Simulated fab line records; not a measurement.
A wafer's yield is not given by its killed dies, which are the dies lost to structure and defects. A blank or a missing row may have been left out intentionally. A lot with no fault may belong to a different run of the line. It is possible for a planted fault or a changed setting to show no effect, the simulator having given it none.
Problem report in the 8D (eight disciplines) form, filled by code || flow n5-finfet || the parts of the form that need people (team, actions taken, sign-off) are left out

1. WHAT WENT WRONG
Mean of killed-at-front-end at N5_PASSIVATION_PROBE_49: 198 across 5 wafers in 3 lots; on wafers with no fault it is 44 (standard deviation 12). That is +13 standard deviations from the usual mean.
First observed at day 15 05:11: wafer L327.3, on prober-01. At this step, 10 wafers from 4 lots have a number in the record. By rule, "out" or "out of limits" means more than 4 standard deviations away from the usual mean. The other wafers with a number count as sound.

2. WHAT IT IS; WHAT IT IS NOT
{"question": "which readings at this step", "is": "killed-at-front-end, defect-limited-yield, killed-dies, sort_bin_5_function, sort-n-pass", "is not": "killed_at_M0_to_M3, killed_at_M4_up, killed-at-contacts, killed-at-other, killed-open, killed-short"}
{"question": "which lots", "is": "L327, L331, L332", "is not": "L336"}
{"question": "which wafers of those lots", "is": "L327.3, L327.5, L331.3, L332.3, L332.6", "is not": "L327.2, L331.4, L331.5, L332.5"}
{"question": "read on which tools", "is": "prober-01, prober-02", "is not": "-"}
{"question": "when", "is": "from day 15 05:11", "is not": "up to then (1 sound wafer); but 4 sound wafers of L331, L332, L336 came after"}

3. THE SUSPECTS, EACH WITH WHAT RULES IT OUT
Counting: if a tool at a process step up to the reading ran every lot that is out, it stays a suspect. Sound lots after the first of them don't rule it out here, since some wafers of a struck lot are sound.
- ald-sin-03 at N5_SDB_ALD_29 (deposits SiNx, target thk 30 nm, pulse time 1 s, ald cycles 600): kept. It ran every lot that is out, first L327 (day 5 21:28).
- Within ald-sin-03 at N5_SDB_ALD_29: the wafers that are out ran in chamber 0; their sound lot-mates ran in chambers 1, 2, 3.
Left after counting: ald-sin-03 at N5_SDB_ALD_29.

4. THE CAUSE (what the simulator had put in)
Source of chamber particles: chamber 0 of ald-sin-03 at N5_SDB_ALD_29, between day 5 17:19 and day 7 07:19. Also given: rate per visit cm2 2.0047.
Counting left only this tool.

5. THE CHAIN OF EFFECTS, in route order
Each row: a reading whose mean over the struck wafers that have a number lies more than 3 standard deviations from the usual. Scope: only readings with a usual standard deviation given in the record; hours: median across lots of the time from each lot's start at the first step in this table that gives one to its start at this step; sigmas: change in usual standard deviations.
{"hours": 0, "step": "N5_PASSIVATION_PROBE_49", "reading": "defect-limited-yield", "usual": "91.1 %", "on struck wafers": 78.6, "change": -12.5, "sigmas": -8.9}
{"hours": 0, "step": "N5_PASSIVATION_PROBE_49", "reading": "killed-at-front-end", "usual": 44, "on struck wafers": 198, "change": "+154", "sigmas": "+13"}
{"hours": 0, "step": "N5_PASSIVATION_PROBE_49", "reading": "killed-dies", "usual": 104, "on struck wafers": 252, "change": "+148", "sigmas": "+8.7"}
{"hours": 0, "step": "N5_PASSIVATION_PROBE_49", "reading": "sort_bin_5_function", "usual": "5.2 %", "on struck wafers": 12.9, "change": "+7.7", "sigmas": "+7.9"}
{"hours": 0, "step": "N5_PASSIVATION_PROBE_49", "reading": "sort-n-pass", "usual": 1075, "on struck wafers": 928, "change": -147, "sigmas": -8.7}
Process steps it contains:
- N5_PASSIVATION_PROBE_49

6. HOW IT WOULD HAVE BEEN CAUGHT EARLIER
The fault began at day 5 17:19; the first out-of-limits reading in this record came at day 15 05:11, 228 hours later.
Of the tool readings at N5_SDB_ALD_29 for which the record gives a usual standard deviation, none was out on any struck wafer, so an alarm limit of 4 standard deviations on them would not have fired.
All the lots that are out (3) had begun N5_SDB_ALD_29 on ald-sin-03 by day 15 05:11. Holding the tool at that point would not have protected any of them.
